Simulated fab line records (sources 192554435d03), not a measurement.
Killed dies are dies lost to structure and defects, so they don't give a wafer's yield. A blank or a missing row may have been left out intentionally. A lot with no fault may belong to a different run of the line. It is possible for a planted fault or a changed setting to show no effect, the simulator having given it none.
What tool caused it? :: flow n5-finfet :: Sampling: 14 lots, 42 wafers, 6 of 1938 route steps

WHAT THE GAUGES SHOWED, per wafer
N5_BEOL_M10_CD_MEAS_11: target cd 64.1 nm.
lot: L336
measured: day 10 05:44
on: cd-sem-03
cd-nm (nm): 63.5 63.7 64.1

lot: L339
measured: day 11 05:43
on: cd-sem-02
cd-nm (nm): 64.1 64.1 64.3

lot: L341
measured: day 11 08:41
on: cd-sem-01
cd-nm (nm): 64.0 64.4 64.1

lot: L344
measured: day 12 23:13
on: cd-sem-03
cd-nm (nm): 63.5 64.4 64.2

lot: L346
measured: day 14 00:49
on: cd-sem-02
cd-nm (nm): 65.3 64.4 64.1

lot: L348
measured: day 14 00:59
on: cd-sem-02
cd-nm (nm): 64.6 64.6 64.9

lot: L349
measured: day 14 04:05
on: cd-sem-02
cd-nm (nm): 63.5 63.8 64.2

lot: L351
measured: day 14 06:40
on: cd-sem-01
cd-nm (nm): 64.2 64.0 64.9

lot: L350
measured: day 14 07:07
on: cd-sem-03
cd-nm (nm): 64.6 63.9 64.0

lot: L353
measured: day 14 20:11
on: cd-sem-01
cd-nm (nm): 64.1 64.6 64.0

lot: L352
measured: day 14 20:01
on: cd-sem-01
cd-nm (nm): 65.1 64.4 64.4

lot: L354
measured: day 15 06:13
on: cd-sem-02
cd-nm (nm): 64.6 64.1 64.5

lot: L355
measured: day 15 06:48
on: cd-sem-01
cd-nm (nm): 63.9 64.5 64.1

lot: L357
measured: day 16 08:50
on: cd-sem-03
cd-nm (nm): 64.2 63.3 63.4

N5_BEOL_M10_CD_MEAS_18: pitch 140 nm, target cd 70 nm.
lot: L336
measured: day 10 06:35
on: cd-sem-03
cd-nm (nm): 69.4 69.9 69.5

lot: L339
measured: day 11 06:16
on: cd-sem-02
cd-nm (nm): - - -

lot: L341
measured: day 11 09:14
on: cd-sem-01
cd-nm (nm): - - -

lot: L344
measured: day 12 23:45
on: cd-sem-02
cd-nm (nm): 69.9 70.4 69.9

lot: L346
measured: day 14 01:27
on: cd-sem-03
cd-nm (nm): 70.4 70.2 69.6

lot: L348
measured: day 14 02:01
on: cd-sem-03
cd-nm (nm): 70.2 70.5 70.7

lot: L349
measured: day 14 04:43
on: cd-sem-03
cd-nm (nm): 70.0 70.1 70.1

lot: L351
measured: day 14 07:12
on: cd-sem-02
cd-nm (nm): 69.9 69.6 69.9

lot: L350
measured: day 14 07:40
on: cd-sem-03
cd-nm (nm): 69.7 69.4 69.4

lot: L353
measured: day 14 20:44
on: cd-sem-02
cd-nm (nm): 70.0 70.2 69.8

lot: L352
measured: day 14 20:34
on: cd-sem-03
cd-nm (nm): 70.4 69.7 70.2

lot: L354
measured: day 15 06:52
on: cd-sem-01
cd-nm (nm): 70.0 69.7 70.1

lot: L355
measured: day 15 07:52
on: cd-sem-02
cd-nm (nm): 70.0 70.3 69.6

lot: L357
measured: day 16 09:24
on: cd-sem-02
cd-nm (nm): 70.0 69.4 69.8

WHAT TOOL EACH LOT RAN ON (gives the tool, then ch and the chambers of the sampled wafers, and finally the start)
lot: L336
N5_BEOL_M10_ILD_DEP_00: pecvd-02 ch 0,1,2, day 10 03:08
N5_BEOL_M10_CURE_71: uv-cure-03 ch 0, day 10 03:23
N5_BEOL_M10_HM_DEP_02: pvd-sputter-03, day 10 05:14
N5_BEOL_M10_HM_OPEN_17: rie-metal-01 ch 0,1, day 10 06:26

lot: L339
N5_BEOL_M10_ILD_DEP_00: pecvd-03 ch 0,1, day 11 03:23
N5_BEOL_M10_CURE_71: uv-cure-01 ch 2, day 11 03:28
N5_BEOL_M10_HM_DEP_02: pvd-sputter-02, day 11 05:13
N5_BEOL_M10_HM_OPEN_17: rie-metal-03 ch 0,1, day 11 06:04

lot: L341
N5_BEOL_M10_ILD_DEP_00: pecvd-04 ch 0,1,2, day 11 05:55
N5_BEOL_M10_CURE_71: uv-cure-03 ch 2, day 11 05:59
N5_BEOL_M10_HM_DEP_02: pvd-sputter-01, day 11 08:11
N5_BEOL_M10_HM_OPEN_17: rie-metal-01 ch 0,1, day 11 09:03

lot: L344
N5_BEOL_M10_ILD_DEP_00: pecvd-04 ch 1,2, day 12 20:42
N5_BEOL_M10_CURE_71: uv-cure-03 ch 1, day 12 20:48
N5_BEOL_M10_HM_DEP_02: pvd-sputter-01, day 12 22:50
N5_BEOL_M10_HM_OPEN_17: rie-metal-02 ch 0,1, day 12 23:34

lot: L346
N5_BEOL_M10_ILD_DEP_00: pecvd-02 ch 0,1,2, day 13 22:26
N5_BEOL_M10_CURE_71: uv-cure-01 ch 2, day 13 22:40
N5_BEOL_M10_HM_DEP_02: pvd-sputter-03, day 14 00:19
N5_BEOL_M10_HM_OPEN_17: rie-metal-01 ch 0,1, day 14 01:16

lot: L348
N5_BEOL_M10_ILD_DEP_00: pecvd-03 ch 0,1, day 13 22:46
N5_BEOL_M10_CURE_71: uv-cure-03 ch 1, day 13 23:01
N5_BEOL_M10_HM_DEP_02: pvd-sputter-02, day 14 00:21
N5_BEOL_M10_HM_OPEN_17: rie-metal-02 ch 0,1, day 14 01:43

lot: L349
N5_BEOL_M10_ILD_DEP_00: pecvd-02 ch 0,1, day 14 02:23
N5_BEOL_M10_CURE_71: uv-cure-03 ch 0, day 14 02:28
N5_BEOL_M10_HM_DEP_02: pvd-sputter-02, day 14 03:35
N5_BEOL_M10_HM_OPEN_17: rie-metal-02 ch 0,1, day 14 04:32

lot: L351
N5_BEOL_M10_ILD_DEP_00: pecvd-02 ch 0,1, day 14 05:25
N5_BEOL_M10_CURE_71: uv-cure-01 ch 0, day 14 05:29
N5_BEOL_M10_HM_DEP_02: pvd-sputter-01, day 14 06:10
N5_BEOL_M10_HM_OPEN_17: rie-metal-01 ch 0,1, day 14 07:01

lot: L350
N5_BEOL_M10_ILD_DEP_00: pecvd-02 ch 0,1,2, day 14 05:34
N5_BEOL_M10_CURE_71: uv-cure-03 ch 2, day 14 05:47
N5_BEOL_M10_HM_DEP_02: pvd-sputter-02, day 14 06:37
N5_BEOL_M10_HM_OPEN_17: rie-metal-02 ch 0,1, day 14 07:30

lot: L353
N5_BEOL_M10_ILD_DEP_00: pecvd-02 ch 1,2, day 14 15:27
N5_BEOL_M10_CURE_71: uv-cure-02 ch 0, day 14 15:31
N5_BEOL_M10_HM_DEP_02: pvd-sputter-01, day 14 19:33
N5_BEOL_M10_HM_OPEN_17: rie-metal-03 ch 0,1, day 14 20:32

lot: L352
N5_BEOL_M10_ILD_DEP_00: pecvd-04 ch 0,1,2, day 14 16:15
N5_BEOL_M10_CURE_71: uv-cure-01 ch 1, day 14 16:20
N5_BEOL_M10_HM_DEP_02: pvd-sputter-03, day 14 19:31
N5_BEOL_M10_HM_OPEN_17: rie-metal-03 ch 0,1, day 14 20:23

lot: L354
N5_BEOL_M10_ILD_DEP_00: pecvd-02 ch 0,2, day 15 03:42
N5_BEOL_M10_CURE_71: uv-cure-01 ch 0, day 15 03:47
N5_BEOL_M10_HM_DEP_02: pvd-sputter-01, day 15 05:51
N5_BEOL_M10_HM_OPEN_17: rie-metal-02 ch 0,1, day 15 06:41

lot: L355
N5_BEOL_M10_ILD_DEP_00: pecvd-02 ch 0,1,2, day 15 04:25
N5_BEOL_M10_CURE_71: uv-cure-02 ch 2, day 15 04:30
N5_BEOL_M10_HM_DEP_02: pvd-sputter-01, day 15 06:19
N5_BEOL_M10_HM_OPEN_17: rie-metal-02 ch 0,1, day 15 07:40

lot: L357
N5_BEOL_M10_ILD_DEP_00: pecvd-03 ch 0,1,2, day 16 05:29
N5_BEOL_M10_CURE_71: uv-cure-01 ch 1, day 16 05:34
N5_BEOL_M10_HM_DEP_02: pvd-sputter-02, day 16 08:28
N5_BEOL_M10_HM_OPEN_17: rie-metal-01 ch 0,1, day 16 09:13
- N5_BEOL_M10_ILD_DEP_00: deposits SiCOH lowk from DEMS/porogen, target thk 308.51 nm, time 58 s.
- N5_BEOL_M10_CURE_71: cures SiCOH lowk, time 240 s.
- N5_BEOL_M10_HM_DEP_02: deposits TiN, target thk 20 nm.
- N5_BEOL_M10_HM_OPEN_17: chemistry Cl2/BCl3, target TiN, target depth 20 nm, overetch 6 nm.

WHAT THE TOOLS THEMSELVES READ (means of the sampled wafers that have a number; where no wafer has one, the mark that the record gives instead)
N5_BEOL_M10_ILD_DEP_00.
lot: L336
tool: pecvd-02
chamber-pressure-Torr (Torr): 5.005
heater-power-outer-w (W): 123
heater-power-w (W): 274
showerhead-plenum-p-Torr (Torr): 5.732
throttle-valve-pct (%): 13.7

lot: L339
tool: pecvd-03
chamber-pressure-Torr (Torr): 5.004
heater-power-outer-w (W): 141
heater-power-w (W): 312
showerhead-plenum-p-Torr (Torr): 5.706
throttle-valve-pct (%): 13.9

lot: L341
tool: pecvd-04
chamber-pressure-Torr (Torr): 4.990
heater-power-outer-w (W): 128
heater-power-w (W): 263
showerhead-plenum-p-Torr (Torr): 5.744
throttle-valve-pct (%): 13.9

lot: L344
tool: pecvd-04
chamber-pressure-Torr (Torr): 4.994
heater-power-outer-w (W): 141
heater-power-w (W): 284
showerhead-plenum-p-Torr (Torr): 5.741
throttle-valve-pct (%): 13.1

lot: L346
tool: pecvd-02
chamber-pressure-Torr (Torr): 4.993
heater-power-outer-w (W): 144
heater-power-w (W): 300
showerhead-plenum-p-Torr (Torr): 5.726
throttle-valve-pct (%): 13.6

lot: L348
tool: pecvd-03
chamber-pressure-Torr (Torr): 5.005
heater-power-outer-w (W): 158
heater-power-w (W): 326
showerhead-plenum-p-Torr (Torr): 5.709
throttle-valve-pct (%): 13.9

lot: L349
tool: pecvd-02
chamber-pressure-Torr (Torr): 5.006
heater-power-outer-w (W): 153
heater-power-w (W): 322
showerhead-plenum-p-Torr (Torr): 5.728
throttle-valve-pct (%): 13.2

lot: L351
tool: pecvd-02
chamber-pressure-Torr (Torr): 5.010
heater-power-outer-w (W): 143
heater-power-w (W): 313
showerhead-plenum-p-Torr (Torr): 5.732
throttle-valve-pct (%): 13.2

lot: L350
tool: pecvd-02
chamber-pressure-Torr (Torr): 4.993
heater-power-outer-w (W): 128
heater-power-w (W): 279
showerhead-plenum-p-Torr (Torr): 5.734
throttle-valve-pct (%): 13.7

lot: L353
tool: pecvd-02
chamber-pressure-Torr (Torr): 4.996
heater-power-outer-w (W): 166
heater-power-w (W): 342
showerhead-plenum-p-Torr (Torr): 5.728
throttle-valve-pct (%): 13.2

lot: L352
tool: pecvd-04
chamber-pressure-Torr (Torr): 5.000
heater-power-outer-w (W): 128
heater-power-w (W): 267
showerhead-plenum-p-Torr (Torr): 5.743
throttle-valve-pct (%): 13.9

lot: L354
tool: pecvd-02
chamber-pressure-Torr (Torr): 4.996
heater-power-outer-w (W): 118
heater-power-w (W): 247
showerhead-plenum-p-Torr (Torr): 5.747
throttle-valve-pct (%): 13.8

lot: L355
tool: pecvd-02
chamber-pressure-Torr (Torr): 5.001
heater-power-outer-w (W): 158
heater-power-w (W): 315
showerhead-plenum-p-Torr (Torr): 5.737
throttle-valve-pct (%): 13.6

lot: L357
tool: pecvd-03
chamber-pressure-Torr (Torr): 4.995
heater-power-outer-w (W): 165
heater-power-w (W): 329
showerhead-plenum-p-Torr (Torr): 5.729
throttle-valve-pct (%): 13.6

N5_BEOL_M10_CURE_71.
lot: L336
tool: uv-cure-03
lamp-power-pct (%): 52.34
wafer_temp_C_max: 386.6

lot: L339
tool: uv-cure-01
lamp-power-pct (%): 52.33
wafer_temp_C_max: 388.0

lot: L341
tool: uv-cure-03
lamp-power-pct (%): 52.29
wafer_temp_C_max: 386.5

lot: L344
tool: uv-cure-03
lamp-power-pct (%): 52.36
wafer_temp_C_max: 388.0

lot: L346
tool: uv-cure-01
lamp-power-pct (%): 52.34
wafer_temp_C_max: 387.4

lot: L348
tool: uv-cure-03
lamp-power-pct (%): 52.32
wafer_temp_C_max: 387.2

lot: L349
tool: uv-cure-03
lamp-power-pct (%): 52.36
wafer_temp_C_max: 386.6

lot: L351
tool: uv-cure-01
lamp-power-pct (%): 52.31
wafer_temp_C_max: 386.6

lot: L350
tool: uv-cure-03
lamp-power-pct (%): 52.34
wafer_temp_C_max: 386.5

lot: L353
tool: uv-cure-02
lamp-power-pct (%): 52.33
wafer_temp_C_max: 387.0

lot: L352
tool: uv-cure-01
lamp-power-pct (%): 52.29
wafer_temp_C_max: 386.2

lot: L354
tool: uv-cure-01
lamp-power-pct (%): 52.25
wafer_temp_C_max: 386.1

lot: L355
tool: uv-cure-02
lamp-power-pct (%): 52.32
wafer_temp_C_max: 386.8

lot: L357
tool: uv-cure-01
lamp-power-pct (%): 52.25
wafer_temp_C_max: 386.2

N5_BEOL_M10_HM_DEP_02.
lot: L336
tool: pvd-sputter-03
chamber-pressure-pa (Pa): 0.4994
substrate-temp-c (C): 25.17
throttle-valve-pct (%): 31.3

lot: L339
tool: pvd-sputter-02
chamber-pressure-pa (Pa): -
substrate-temp-c (C): -
throttle-valve-pct (%): -

lot: L341
tool: pvd-sputter-01
chamber-pressure-pa (Pa): -
substrate-temp-c (C): -
throttle-valve-pct (%): -

lot: L344
tool: pvd-sputter-01
chamber-pressure-pa (Pa): 0.5004
substrate-temp-c (C): 24.99
throttle-valve-pct (%): 29.7

lot: L346
tool: pvd-sputter-03
chamber-pressure-pa (Pa): 0.4999
substrate-temp-c (C): 25.05
throttle-valve-pct (%): 30.2

lot: L348
tool: pvd-sputter-02
chamber-pressure-pa (Pa): 0.5016
substrate-temp-c (C): 24.93
throttle-valve-pct (%): 28.5

lot: L349
tool: pvd-sputter-02
chamber-pressure-pa (Pa): 0.5006
substrate-temp-c (C): 25.07
throttle-valve-pct (%): 29.5

lot: L351
tool: pvd-sputter-01
chamber-pressure-pa (Pa): 0.5001
substrate-temp-c (C): 25.05
throttle-valve-pct (%): 29.6

lot: L350
tool: pvd-sputter-02
chamber-pressure-pa (Pa): 0.5006
substrate-temp-c (C): 24.97
throttle-valve-pct (%): 28.4

lot: L353
tool: pvd-sputter-01
chamber-pressure-pa (Pa): 0.4997
substrate-temp-c (C): 24.97
throttle-valve-pct (%): 29.4

lot: L352
tool: pvd-sputter-03
chamber-pressure-pa (Pa): 0.5000
substrate-temp-c (C): 25.00
throttle-valve-pct (%): 30.5

lot: L354
tool: pvd-sputter-01
chamber-pressure-pa (Pa): 0.4991
substrate-temp-c (C): 24.99
throttle-valve-pct (%): 29.7

lot: L355
tool: pvd-sputter-01
chamber-pressure-pa (Pa): 0.4995
substrate-temp-c (C): 24.99
throttle-valve-pct (%): 30.0

lot: L357
tool: pvd-sputter-02
chamber-pressure-pa (Pa): 0.5009
substrate-temp-c (C): 24.97
throttle-valve-pct (%): 28.6

N5_BEOL_M10_HM_OPEN_17.
lot: L336
tool: rie-metal-01
drypump-motor-current-A (A): 5.7
oes-product-au (a.u.): 0.63
throttle-valve-pct (%): 22.38

lot: L339
tool: rie-metal-03
drypump-motor-current-A (A): 5.7
oes-product-au (a.u.): 0.32
throttle-valve-pct (%): 22.53

lot: L341
tool: rie-metal-01
drypump-motor-current-A (A): 5.8
oes-product-au (a.u.): 0.26
throttle-valve-pct (%): 22.83

lot: L344
tool: rie-metal-02
drypump-motor-current-A (A): 5.7
oes-product-au (a.u.): 0.67
throttle-valve-pct (%): 22.24

lot: L346
tool: rie-metal-01
drypump-motor-current-A (A): 5.8
oes-product-au (a.u.): 0.60
throttle-valve-pct (%): 22.20

lot: L348
tool: rie-metal-02
drypump-motor-current-A (A): 5.7
oes-product-au (a.u.): 0.66
throttle-valve-pct (%): 22.25

lot: L349
tool: rie-metal-02
drypump-motor-current-A (A): 5.5
oes-product-au (a.u.): 0.73
throttle-valve-pct (%): 22.10

lot: L351
tool: rie-metal-01
drypump-motor-current-A (A): 5.6
oes-product-au (a.u.): 0.62
throttle-valve-pct (%): 22.41

lot: L350
tool: rie-metal-02
drypump-motor-current-A (A): 5.5
oes-product-au (a.u.): 0.72
throttle-valve-pct (%): 22.12

lot: L353
tool: rie-metal-03
drypump-motor-current-A (A): 6.0
oes-product-au (a.u.): 0.67
throttle-valve-pct (%): 22.10

lot: L352
tool: rie-metal-03
drypump-motor-current-A (A): 6.0
oes-product-au (a.u.): 0.67
throttle-valve-pct (%): 22.10

lot: L354
tool: rie-metal-02
drypump-motor-current-A (A): 5.7
oes-product-au (a.u.): 0.66
throttle-valve-pct (%): 22.25

lot: L355
tool: rie-metal-02
drypump-motor-current-A (A): 5.7
oes-product-au (a.u.): 0.65
throttle-valve-pct (%): 22.25

lot: L357
tool: rie-metal-01
drypump-motor-current-A (A): 5.8
oes-product-au (a.u.): 0.59
throttle-valve-pct (%): 22.21

THE ANSWER, worked out from the rows above alone
Rule: usual is defined by the lots themselves. Put in order of their means at a reading, lots are off if they are a third of the lots or fewer, leave a main group of 4 or more, and stand apart from it by a gap of 3 or more times the standard deviation of the main group's means; of several such gaps the widest counts. If all means in a main group match to the digits the tables above print for the reading, that group is not used. A lot without any number at a reading at which 4 lots or more have one is off too. Where the step has rows for the other lots, those lots are counted as sound. First the gauges in route order, then the tools' own readings, where a lot's mean is used as printed above. At the first step where some lot is off, the reading lying furthest off is the one used; lots without a number count as furthest.
Off at N5_BEOL_M10_CD_MEAS_18 (cd-nm): L339, L341. Without a number there: L339, L341. The main group has a mean of 69.9 nm with a standard deviation of 0.25.
A tool fits if, at a process step before that reading, it ran every lot that is off, and no sound lot after the first of them. Not tried: the gauges at N5_BEOL_M10_CD_MEAS_18; whatever is off there is also off at N5_BEOL_M10_HM_DEP_02, on other tools, and gauge error can't account for it. No candidate that was tried fits.

WHAT THE SIMULATOR HAD PUT IN
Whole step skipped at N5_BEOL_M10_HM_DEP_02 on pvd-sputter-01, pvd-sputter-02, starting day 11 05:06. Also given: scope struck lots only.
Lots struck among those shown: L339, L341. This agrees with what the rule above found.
